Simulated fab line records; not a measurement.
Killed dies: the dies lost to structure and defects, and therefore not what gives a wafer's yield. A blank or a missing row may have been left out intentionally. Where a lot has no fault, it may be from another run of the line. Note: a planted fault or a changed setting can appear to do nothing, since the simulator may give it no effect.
Comparing a struck lot with a sound one ; flow n5 finfet ; 40 out of 1938 route steps
Sound: these wafers, L359.2, L359.3, L359.6. Struck: wafer L361.4. (L361.3, L361.6 of the same lot were not struck and are left out.) The cause comes at the end.
Each step with rows lists, per side, the tool, then ch with its chambers, then its first start. Under that, the readings that differ: sound wafers ; struck wafers ; difference of the means ; sigmas: that difference in standard deviations of wafers without a fault.
alike: readings with means less than 2 such deviations apart, plus words and numbers identical on both sides. not compared: withheld readings, readings lacking a value on some wafer, bounds such as >300 that could conceal the same value, and numbers that have no deviation in the record and whose values overlap.
The two part at a step that has a row with sigmas, a row that says differs or no value, or rows on one side only. Numbers that have no deviation but don't overlap get no sigmas and don't part them. A reading that every wafer of one side lacks parts them only if that side has two wafers or more.

first, 7 steps without rows for these wafers: N5_BEOL_M5_CURE_80 (cures SiCOH lowk, time 120 s); N5_BEOL_M5_DEGAS_44 (time 60 s); N5_BEOL_M5_PRE_CLEAN_45 (time 30 s); N5_BEOL_M5_ALD_86 (deposits TaN, pulse time 2 s, purge time 3 s, co reactant purge time 2 s); N5_BEOL_M5_SURFACE_TREAT_87; N5_BEOL_M5_CVD_47 (deposits Co from CCTBA/H2, target thk 3 nm, time 216 s); N5_BEOL_M5_SPUTTER_48 (material Cu, target thk 15 nm, time 27.62 s).
N5_BEOL_M5_ANNEAL_49: time 1800 s.
  sound on pvd sputter-01, day 9 23:44; struck on pvd sputter-01, day 11 06:22
  alike: heater power w
then, 4 steps without rows for these wafers: N5_BEOL_M5_SPUTTER_81 (material Cu, target thk 15 nm, time 27.62 s); N5_BEOL_M5_ANNEAL_82 (time 1800 s); N5_BEOL_M5_SPUTTER_83 (material Cu, target thk 15 nm, time 27.62 s); N5_BEOL_M5_ANNEAL_84 (time 1800 s).
N5_BEOL_M5_SPUTTER_88: material Cu, target thk 15 nm, time 27.62 s.
  sound on pvd sputter-01, day 10 02:55; struck on pvd sputter-01, day 11 09:32
  alike: chuck gas flow sccm, throttle valve pct
N5_BEOL_M5_ANNEAL_89: time 1800 s.
  sound on pvd sputter-01, day 10 03:00; struck on pvd sputter-01, day 11 09:37
  alike: heater power w
then, 2 steps without rows for these wafers: N5_BEOL_M5_SPUTTER_90 (material Cu, target thk 4.5 nm, time 8.29 s); N5_BEOL_M5_ECD_50 (material Cu, target thk 300 nm).
N5_BEOL_M5_ANNEAL_51: time 90 s.
  sound on rtp anneal-02 ch 0, day 10 04:15; struck on rtp anneal-02 ch 0, day 11 11:01
  alike: wafer_temp_C_max
then, 4 steps without rows for these wafers: N5_BEOL_M5_CMP_52 (polishes, stops on SiCOH lowk, t overpolish 6.9 s, target thk 62 nm); N5_BEOL_M5_PRE_CLEAN_77 (time 15 s); N5_BEOL_M5_CO_CAP_78 (material Co, precursor CCTBA/H2, target thk 2 nm, time 102.1 s); N5_BEOL_M5_PRE_CLEAN_55 (time 15 s).
N5_BEOL_M5_DEP_56: deposits SiCN from 3MS/NH3, target thk 8 nm, time 14 s.
  sound on pecvd-01 ch 0,1, day 10 04:59; struck on pecvd-02 ch 0, day 11 11:42
  alike: chamber pressure Torr, showerhead plenum p Torr, throttle valve pct
N5_BEOL_M5_RS_MEAS_57: uses a four-point probe to measure.
  sound on film metro-02, day 10 05:04; struck on film metro-01, day 11 11:46
  alike: M5_RS
then, 1 step without rows for these wafers: N5_BEOL_M6_ILD_DEP_00 (deposits SiCOH lowk from DEMS/porogen, target thk 179.75 nm, time 33.4 s).
N5_BEOL_M6_CURE_74: cures SiCOH lowk, time 240 s.
  sound on uv cure-03 ch 2, day 10 05:29; struck on uv cure-01 ch 1, day 11 12:13
  alike: lamp power pct, wafer_temp_C_max
N5_BEOL_M6_THK_MEAS_01:
  sound on film metro-02, day 10 05:56; struck on film metro-01, day 11 12:53
  alike: M6_ILD_THK
then, 10 steps without rows for these wafers: N5_BEOL_M6_PECVD_70 (deposits SiO2 from TEOS/O2, target thk 20 nm, time 22.7 s); N5_BEOL_M6_HM_DEP_02 (deposits TiN, target thk 20 nm); N5_BEOL_M6_COAT_59 (time 60 s, resist thk 100 nm); N5_BEOL_M6_COAT_60 (time 60 s, resist thk 35 nm); N5_BEOL_M6_COAT_05 (resist thk 90 nm); N5_BEOL_M6_EBR_07; N5_BEOL_M6_SOFTBAKE_06 (time 60 s); N5_BEOL_M6_EXPOSE_08 (exposes mask M6); N5_BEOL_M6_PEB_09 (peb time 60 s); N5_BEOL_M6_DEVELOP_10 (develop time 30 s).
N5_BEOL_M6_CD_MEAS_11 targets a cd of 38.5 nm.
  sound on cd sem-02 ch 0, day 10 06:58; struck on cd sem-01 ch 0, day 11 14:00
  alike: cd nm
N5_BEOL_M6_OVL_MEAS_12:
  sound on overlay-01 ch 0, day 10 07:00; struck on overlay-01 ch 0, day 11 14:01
  alike: M6_OVL
then, 1 step without rows for these wafers: N5_BEOL_M6_DESCUM_16 (chemistry O2, time 7.9 s).
-- record jumps: 4 days separate the struck wafers' starts on either side; left off in module BEOL_M6, taken up again in module PASSIVATION, whose first shown step is the route's number 1936 --
N5_PASSIVATION_PROBE_49:
  record: rows for the struck wafers here (prober-01, day 15 09:35), none for the sound ones

== WHERE THEY PART ==
Within this record, at N5_PASSIVATION_PROBE_49 only.

WHY: what the simulator had put in
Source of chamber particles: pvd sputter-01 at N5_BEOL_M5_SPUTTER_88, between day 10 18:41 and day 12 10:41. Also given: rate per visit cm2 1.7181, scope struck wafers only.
